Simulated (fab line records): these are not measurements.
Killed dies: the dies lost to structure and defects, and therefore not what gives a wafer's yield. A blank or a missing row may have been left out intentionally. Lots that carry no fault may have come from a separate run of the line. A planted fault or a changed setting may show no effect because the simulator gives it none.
A struck lot beside a sound one :: flow n5-finfet :: 14 steps out of a route of 1938
Sound: wafers L980.1, L980.4, L980.6. The struck wafers were L986.1, L986.2, L986.6. The cause is given at the end.
At each step with rows: each side's tool, then ch and its chambers, then its first start. Under that, the readings that differ: sound wafers :: struck wafers :: difference of the means :: sigmas: that difference in standard deviations of wafers without a fault.
alike: a reading whose means differ by less than 2 such deviations, as well as words and numbers matching on both sides. not compared: withheld readings; readings where some wafer has no value; bounds like >300 that might hide an equal value; numbers whose values overlap and for which the record gives no deviation.
A row with sigmas, a row that says differs or no value, or rows on one side alone: a step with any of these is where the two part. Non-overlapping numbers with no deviation appear without sigmas and do not part them. Lack of a reading on every wafer of one side parts them only where that side has two or more wafers.

N5_BEOL_M5_CURE_79: cures SiCOH lowk, time 240 s.
  sound on uv-cure-03 ch 1, day 9 23:24; struck on uv-cure-03 ch 0, day 11 07:54
  alike: lamp-power-pct, wafer_temp_C_max
N5_BEOL_M5_THK_MEAS_01:
  struck on film-metro-02, day 11 08:25; sound on film-metro-01, day 9 23:55
  alike: M5_ILD_THK
N5_BEOL_M5_PECVD_70: deposits SiO2 from TEOS/O2, target thk 16 nm, time 18 s.
  sound on pecvd-04 ch 0,1, day 9 23:57; struck on pecvd-03 ch 0,1, day 11 08:27
  alike: heater-power-w, showerhead-plenum-p-Torr, throttle-valve-pct
N5_BEOL_M5_HM_DEP_02: deposits TiN, target thk 20 nm.
  struck on pvd-sputter-02, day 11 09:05; sound on pvd-sputter-01, day 10 00:37
reading: throttle-valve-pct (%)
sound: 29.6 27.3 27.3
struck: 30.9 30.4 30.7
difference: +2.6
sigmas: +2
then, 8 steps without rows for these wafers: N5_BEOL_M5_COAT_59 (time 60 s, resist thk 60 nm); N5_BEOL_M5_COAT_60 (time 60 s, resist thk 12 nm); N5_BEOL_M5_COAT_71 (time 60 s, resist thk 5 nm); N5_BEOL_M5_COAT_05 (resist thk 30 nm); N5_BEOL_M5_EBR_07; N5_BEOL_M5_SOFTBAKE_06 (time 60 s); N5_BEOL_M5_EXPOSE_08 (exposes mask M5, target cd 28 nm); N5_BEOL_M5_PEB_09 (peb time 60 s).
N5_BEOL_M5_DEVELOP_10: develop time 30 s.
  sound on litho-track-01 ch 0, day 10 01:05; struck on litho-track-02, day 11 09:26
  no value came back on the struck wafers for chill-plate-temp-C (C), develop-time-s (s), exhaust-pa (Pa); on the sound wafers chill-plate-temp-C (C) reads 23.08 22.97 23.00
reading: model.CAR-EUV_of_BEOL_M5_COAT_05.thk-nm (nm)
sound: 29.6 29.6 29.6
struck: 30 30 30
difference: +0
sigmas: 
N5_BEOL_M5_CD_MEAS_11 targets a cd of 27.74 nm.
  sound on cd-sem-02 ch 0, day 10 01:08; struck on cd-sem-03 ch 0, day 11 09:29
reading: cd-nm (nm)
sound: 27.84 27.69 27.96
struck: - - -
difference: no value on the struck wafers
sigmas: 

## WHERE THEY PART
At N5_BEOL_M5_HM_DEP_02 first; at N5_BEOL_M5_CD_MEAS_11 last (within this record only).

WHY: the cause the simulator had injected
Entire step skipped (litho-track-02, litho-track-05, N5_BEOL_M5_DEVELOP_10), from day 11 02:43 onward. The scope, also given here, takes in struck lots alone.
